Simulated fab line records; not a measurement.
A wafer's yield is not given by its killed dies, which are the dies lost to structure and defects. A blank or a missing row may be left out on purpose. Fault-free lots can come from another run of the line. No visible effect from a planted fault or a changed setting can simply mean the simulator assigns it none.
Matching of chambers | flow n5Finfet | 4 sister chambers for N5_BEOL_M0_CUTY_ETCH_63 on rieDiel-06
The step etches SOC in N2/H2, target depth 82.7 nm, overetch 16.5 nm, time 124 s. 20 wafers are shown with their chamber, then 10 later ones without.

WAFERS PAIRED WITH THEIR CHAMBERS
wafer  | chamber | showerheadPlenumPTorr (Torr) | drypumpMotorCurrentA (A) | throttleValvePct (%)
L077.3 | 3       | 2.49                         | 5.0                      | 17.78
L077.5 | 0       | 2.63                         | 5.1                      | 17.53
L077.6 | 3       | 2.49                         | 5.0                      | 17.77
L078.1 | 0       | 2.63                         | 5.2                      | 17.53
L078.2 | 1       | 2.72                         | 6.3                      | 17.63
L078.3 | 3       | 2.49                         | 5.1                      | 17.79
L083.3 | 2       | 2.58                         | 5.8                      | 17.62
L083.5 | 1       | 2.72                         | 6.3                      | 17.64
L083.6 | 0       | 2.62                         | 5.2                      | 17.56
L086.3 | 0       | 2.62                         | 5.2                      | 17.55
L086.4 | 2       | 2.58                         | 5.8                      | 17.63
L086.6 | 0       | 2.62                         | 5.2                      | 17.56
L087.2 | 3       | 2.48                         | 5.1                      | 17.82
L087.4 | 0       | 2.62                         | 5.1                      | 17.57
L087.6 | 2       | 2.58                         | 5.8                      | 17.64
L088.2 | 0       | 2.62                         | 5.2                      | 17.56
L088.4 | 3       | 2.48                         | 5.0                      | 17.82
L088.6 | 3       | 2.48                         | 5.0                      | 17.83
L090.2 | 0       | 2.62                         | 5.2                      | 17.57
L090.3 | 2       | 2.57                         | 5.8                      | 17.65

SIGNATURES (means of the wafers above)
reading               | chamber 0 | chamber 1 | chamber 2 | chamber 3 | scatter within a chamber
showerheadPlenumPTorr | 2.6225    | 2.7200    | 2.5775    | 2.4850    | 0.00484
drypumpMotorCurrentA  | 5.175     | 6.300     | 5.800     | 5.033     | 0.0421
throttleValvePct      | 17.5538   | 17.6350   | 17.6350   | 17.8017   | 0.0184
Rule: for a wafer and a chamber, the distance is found by dividing, reading by reading, the gap between the wafer's reading and the chamber's mean by the reading's scatter, squaring, summing and taking the root. The wafer belongs to the nearest chamber; if the next one is less than 2 further off, it can't be placed. The scatter is the square root of a quotient: the sum, over the shown wafers, of each reading's squared deviation from its chamber's mean, divided by wafers minus chambers.

WAFERS MISSING THEIR CHAMBER
wafer  | showerheadPlenumPTorr (Torr) | drypumpMotorCurrentA (A) | throttleValvePct (%)
L090.5 | 2.48                         | 5.1                      | 17.82
L091.3 | 2.48                         | 5.1                      | 17.83
L091.4 | 2.62                         | 5.2                      | 17.59
L091.6 | 2.71                         | 6.4                      | 17.67
L092.2 | 2.71                         | 6.3                      | 17.66
L092.3 | 2.57                         | 5.8                      | 17.66
L092.5 | 2.61                         | 5.2                      | 17.58
L095.1 | 2.61                         | 5.2                      | 17.59
L095.2 | 2.47                         | 5.1                      | 17.83
L095.3 | 2.57                         | 5.8                      | 17.67

THE CHAMBER EACH PASSED THROUGH
wafer  | from the rows above | in truth
L090.5 | 3                   | 3
L091.3 | 3                   | 3
L091.4 | 0                   | 0
L091.6 | 1                   | 1
L092.2 | 1                   | 1
L092.3 | 2                   | 2
L092.5 | 0                   | 0
L095.1 | 0                   | 0
L095.2 | 3                   | 3
L095.3 | 2                   | 2
Placed correctly: 10 of 10. Not placeable from these rows: 0. 0 placed wrongly.
